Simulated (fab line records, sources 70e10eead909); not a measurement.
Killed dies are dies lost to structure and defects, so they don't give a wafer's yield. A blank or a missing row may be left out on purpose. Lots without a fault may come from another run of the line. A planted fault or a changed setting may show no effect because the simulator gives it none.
fab line records | flow nand_harc | part 2 of 2: steps 5 to 6 of 6
record lots=24 wafers=72 last_day=34
route steps=1302 shown A_STAIRCASE@886 A_SGD_CUT@906 A_SLIT@946 A_WL_FILL@953
lots that met no fault: from a run of the same line without faults
start_h: hours from the record's first day to the start of the lot's first wafer shown | wait_h: hours since the lot's step before | " the same as in the row above | L1.1+2: a row that stands for several wafers | - no value, or no start given | * or withheld: withheld | < > ~ a bound
route shown NAME@n: a module of which the file shows steps, and the number in the route of the first | usual: mean/standard deviation of fault-free wafers | same: alike in all rows | chamber/n: place in a boat | sites: the reading at each site | _std_site: their standard deviation | _edge_site: outer sites' mean less inner sites' | radius_mm: how far each site lies from the wafer's centre | mask NAME#n: copy n | behind: the tool/chamber that last shaped the wafer | hold: why the lot was held/for how many hours/how that ended | device: the transistor (n, p or np) that didn't switch | end of line: the same wafers' tests at the end of the route | a step without rows: its recipe alone | killed: dies lost to structure and defects at the first sort, not the wafer's yield | map: a wafer's dies, x killed, . not, _ none there
set.NAME: the setting as run; set.NAME@STEP: as run at that earlier step | model.NAME: the simulator's own value behind a step, which no gauge read
steps of the route over a sample of lots; a table a step, a row a wafer
services: from which hour (start_h, from the record's first day; less than 0 if before it) a tool's chamber was out of use, for how many hours, and why
## steps
# step NHARC_A_SLIT_CD_MEAS_21
# usual cd_nm=289.7/0.95
# columns lot.wafer tool chamber start_h wait_h cd_nm
L074.2 cd_sem-03 - 464.45 - 289.3
L074.3 " - " " 289.1
L074.6 " - " " 289.3
L076.1 cd_sem-01 - 476.55 - 290.4
L076.5 " - " " 290.3
L076.6 " - " " 290.4
L075.1 cd_sem-03 - 477.22 - 289.6
L075.4 " - " " 289.7
L075.6 " - " " 290.4
L077.1 cd_sem-03 - 488.72 - 290.1
L077.5 " - " " 290.6
L077.6 " - " " 290.5
L079.2 cd_sem-01 - 492.58 - 290.5
L079.3 " - " " 289.7
L079.6 " - " " 290.2
L078.2 cd_sem-03 - 496.40 - 289.3
L078.5 " - " " 287.7
L078.6 " - " " 288.5
L080.1 cd_sem-03 - 512.58 - 289.6
L080.2 " - " " 290.3
L080.6 " - " " 289.0
L082.2 cd_sem-01 - 536.65 - 291.2
L082.3 " - " " 290.9
L082.6 " - " " 289.4
L083.1 cd_sem-03 - 544.53 - 290.0
L083.4 " - " " 290.1
L083.6 " - " " 289.2
L081.1 cd_sem-01 - 546.63 - 289.5
L081.3 " - " " 290.4
L081.5 " - " " 289.7
L084.1 cd_sem-03 - 563.20 - 289.5
L084.2 " - " " 290.8
L084.6 " - " " 290.3
L085.1 cd_sem-01 - 564.55 - 288.9
L085.2 " - " " 290.5
L085.3 " - " " 290.3
L086.1 cd_sem-02 - 584.96 - 287.0
L086.2 " - " " 288.3
L086.5 " - " " 288.2
L087.3 cd_sem-03 - 590.13 - 289.6
L087.5 " - " " 290.1
L087.6 " - " " 289.7
L088.1 cd_sem-03 - 603.59 - 290.3
L088.5 " - " " 290.1
L088.6 " - " " 288.9
L090.1 cd_sem-03 - 622.60 - 290.4
L090.2 " - " " 290.3
L090.5 " - " " 290.1
L089.1 cd_sem-03 - 626.55 - 288.6
L089.2 " - " " 287.9
L089.4 " - " " 286.3
L091.2 cd_sem-02 - 643.78 - 288.5
L091.3 " - " " 288.7
L091.5 " - " " 290.0
L092.1 cd_sem-01 - 644.08 - 289.5
L092.3 " - " " 289.6
L092.4 " - " " 290.6
L093.1 cd_sem-01 - 647.55 - 288.0
L093.3 " - " " 289.2
L093.4 " - " " 287.9
L094.1 cd_sem-02 - 651.36 - 289.7
L094.4 " - " " 288.9
L094.5 " - " " 290.1
L095.1 cd_sem-01 - 671.97 - 290.8
L095.4 " - " " 290.5
L095.5 " - " " 291.6
L096.2 cd_sem-01 - 688.27 - 289.9
L096.3 " - " " 291.6
L096.6 " - " " 291.1
L097.3 cd_sem-02 - 701.39 - 290.9
L097.5 " - " " 290.0
L097.6 " - " " 290.6
# step NHARC_A_WL_FILL_RTA_01
# recipe temp_c=1000 time_s=5
# usual anneal_temp_c_max=1003.9/1.1 lamp_power_pct=31.0/1.2 lamp_zone_5_pct=30.9/1.2 lamp_zone_6_pct=30.9/1.2 wafer_temp_C_max=1006.3/2
# columns lot.wafer tool chamber start_h wait_h anneal_temp_c_max lamp_power_pct lamp_zone_5_pct lamp_zone_6_pct wafer_temp_C_max
L074.2 rtp_anneal-01 0 471.52 - 1005.1 32.1 32.1 32.1 1005.3
L074.3 " 0 " " 1004.4 32.2 32.2 32.1 1004.5
L074.6 " 0 " " 1004.1 32.1 32.1 32.1 1006.3
L075.1 rtp_anneal-01 0 483.54 - 1004.8 32.2 32.1 32.1 1003.8
L075.4 " 0 " " 1004.6 32.1 32.1 32.1 1003.6
L075.6 " 0 " " 1004.5 32.2 32.1 32.1 1004.5
L076.1 rtp_anneal-02 0 483.70 - 1003.5 29.8 29.8 29.7 1006.8
L076.5 " 0 " " 1004.1 29.7 29.7 29.8 1008.2
L076.6 " 0 " " 1003.8 29.8 29.8 29.7 1011.2
L077.1 rtp_anneal-02 0 495.60 - 1002.5 29.8 29.8 29.7 1007.5
L077.5 " 0 " " 1002.3 29.7 29.8 29.7 1009.2
L077.6 " 0 " " 1003.6 29.8 29.8 29.8 1008.9
L079.2 rtp_anneal-02 0 499.54 - 1002.5 29.8 29.7 29.7 1008.3
L079.3 " 0 " " 1002.7 29.7 29.8 29.7 1007.0
L079.6 " 0 " " 1002.9 29.7 29.8 29.7 1010.7
L078.2 rtp_anneal-02 0 503.39 - 1002.3 29.8 29.8 29.7 1007.9
L078.5 " 0 " " 1002.5 29.8 29.7 29.7 1006.2
L078.6 " 0 " " 1001.8 29.8 29.7 29.7 1007.6
L080.1 rtp_anneal-02 0 519.53 - 1003.4 29.8 29.8 29.7 1007.5
L080.2 " 0 " " 1004.1 29.8 29.7 29.7 1007.4
L080.6 " 0 " " 1004.1 29.7 29.8 29.7 1009.8
L082.2 rtp_anneal-02 0 543.63 - 1004.3 29.8 29.8 29.7 1008.3
L082.3 " 0 " " 1002.9 29.8 29.8 29.7 1004.6
L082.6 " 0 " " 1004.0 29.8 29.7 29.7 1007.1
L083.1 rtp_anneal-01 0 551.43 - 1003.4 32.1 32.1 32.0 1003.5
L083.4 " 0 " " 1003.1 32.2 32.1 32.0 1005.5
L083.6 " 0 " " 1003.8 32.1 32.1 32.1 1004.7
L081.1 rtp_anneal-01 0 557.21 - 1004.9 32.1 32.1 32.0 1004.0
L081.3 " 0 " " 1006.0 32.1 32.1 32.1 1005.1
L081.5 " 0 " " 1004.3 32.1 32.1 32.0 1004.8
L084.1 rtp_anneal-02 0 570.34 - 1002.2 29.7 29.8 29.7 1009.2
L084.2 " 0 " " 1003.5 29.7 29.7 29.7 1007.7
L084.6 " 0 " " 1003.1 29.8 29.8 29.7 1010.0
L085.1 rtp_anneal-02 0 570.52 - 1003.9 29.7 29.7 29.7 1006.5
L085.2 " 0 " " 1004.2 29.8 29.7 29.7 1009.0
L085.3 " 0 " " 1002.7 29.8 29.8 29.7 1007.8
L086.1 rtp_anneal-02 0 591.89 - 1003.2 29.8 29.8 29.6 1005.6
L086.2 " 0 " " 1002.8 29.8 29.8 29.7 1007.5
L086.5 " 0 " " 1003.4 29.7 29.8 29.7 1007.7
L087.3 rtp_anneal-01 0 597.12 - 1003.6 32.1 32.1 32.0 1004.2
L087.5 " 0 " " 1004.2 32.1 32.1 32.1 1007.3
L087.6 " 0 " " 1005.0 32.1 32.1 32.1 1006.7
L088.1 rtp_anneal-01 0 610.50 - 1005.6 32.1 32.1 32.1 1004.9
L088.5 " 0 " " 1003.9 32.2 32.2 32.1 1004.1
L088.6 " 0 " " 1005.0 32.2 32.1 32.1 1004.6
L090.1 rtp_anneal-02 0 629.53 - 1003.7 29.8 29.8 29.7 1008.0
L090.2 " 0 " " 1002.7 29.8 29.8 29.8 1008.2
L090.5 " 0 " " 1002.9 29.8 29.8 29.8 1007.5
L089.1 rtp_anneal-01 0 633.50 - 1006.0 32.1 32.1 32.0 1004.3
L089.2 " 0 " " 1005.7 32.1 32.1 32.0 1004.7
L089.4 " 0 " " 1004.2 32.2 32.1 32.0 1002.5
L092.1 rtp_anneal-02 0 650.76 - 1002.8 29.8 29.8 29.7 1004.6
L092.3 " 0 " " 1002.3 29.8 29.7 29.7 1008.7
L092.4 " 0 " " 1003.6 29.7 29.8 29.7 1007.9
L091.2 rtp_anneal-01 0 650.77 - 1005.3 32.2 32.1 32.0 1004.8
L091.3 " 0 " " 1004.5 32.2 32.1 32.1 1005.5
L091.5 " 0 " " 1004.7 32.1 32.1 32.1 1003.9
L093.1 rtp_anneal-01 0 654.52 - 1006.9 32.1 32.1 32.1 1004.7
L093.3 " 0 " " 1004.3 32.2 32.2 32.0 1003.9
L093.4 " 0 " " 1004.5 32.2 32.1 32.1 1006.3
L094.1 rtp_anneal-01 0 658.32 - 1006.2 32.1 32.1 32.0 1004.6
L094.4 " 0 " " 1006.0 32.2 32.2 32.1 1003.2
L094.5 " 0 " " 1004.5 32.1 32.1 32.0 1005.5
L095.1 rtp_anneal-01 0 678.98 - 1004.2 32.1 32.1 32.0 1004.2
L095.4 " 0 " " 1005.2 32.1 32.1 32.1 1004.4
L095.5 " 0 " " 1003.8 32.1 32.1 32.1 1005.0
L096.2 rtp_anneal-02 0 695.21 - 1003.0 29.7 29.7 29.7 1006.5
L096.3 " 0 " " 1002.6 29.8 29.8 29.7 1008.0
L096.6 " 0 " " 1001.8 29.7 29.8 29.7 1007.1
L097.3 rtp_anneal-01 0 708.44 - 1004.4 32.2 32.1 32.1 1004.6
L097.5 " 0 " " 1005.4 32.1 32.1 32.1 1004.5
L097.6 " 0 " " 1005.2 32.2 32.1 32.0 1004.9
## services
# columns tool chamber start_h hours kind
cmp-03 - 460.98 4.0 pm
rie_diel-09 - 497.11 9.0 pm
rie_diel-09 3 518.98 7.9 repair
rie_diel-13 - 519.00 9.0 pm
cmp-03 - 523.59 1.1 repair
rie_diel-10 3 530.01 3.7 repair
rie_diel-10 0 533.72 4.6 repair
rie_diel-09 2 533.94 8.7 repair
cmp-03 - 558.98 4.0 pm
rie_diel-13 0 580.81 4.5 repair
rie_diel-09 - 593.60 0.1 repair
rie_diel-10 - 596.74 9.0 pm
rie_diel-09 0 603.83 14.1 repair
rie_diel-13 - 605.22 0.2 repair
rie_diel-13 1 619.92 8.9 repair
rie_diel-09 - 633.59 0.4 repair
cmp-03 - 656.98 4.0 pm
rie_diel-10 3 660.35 5.0 repair
rie_diel-13 1 662.65 11.8 repair
cmp-03 - 668.08 1.0 repair
rie_diel-13 3 672.05 7.4 repair
rie_diel-09 - 674.11 9.0 pm
cmp-03 - 693.88 1.5 repair
rie_diel-13 - 696.00 9.0 pm
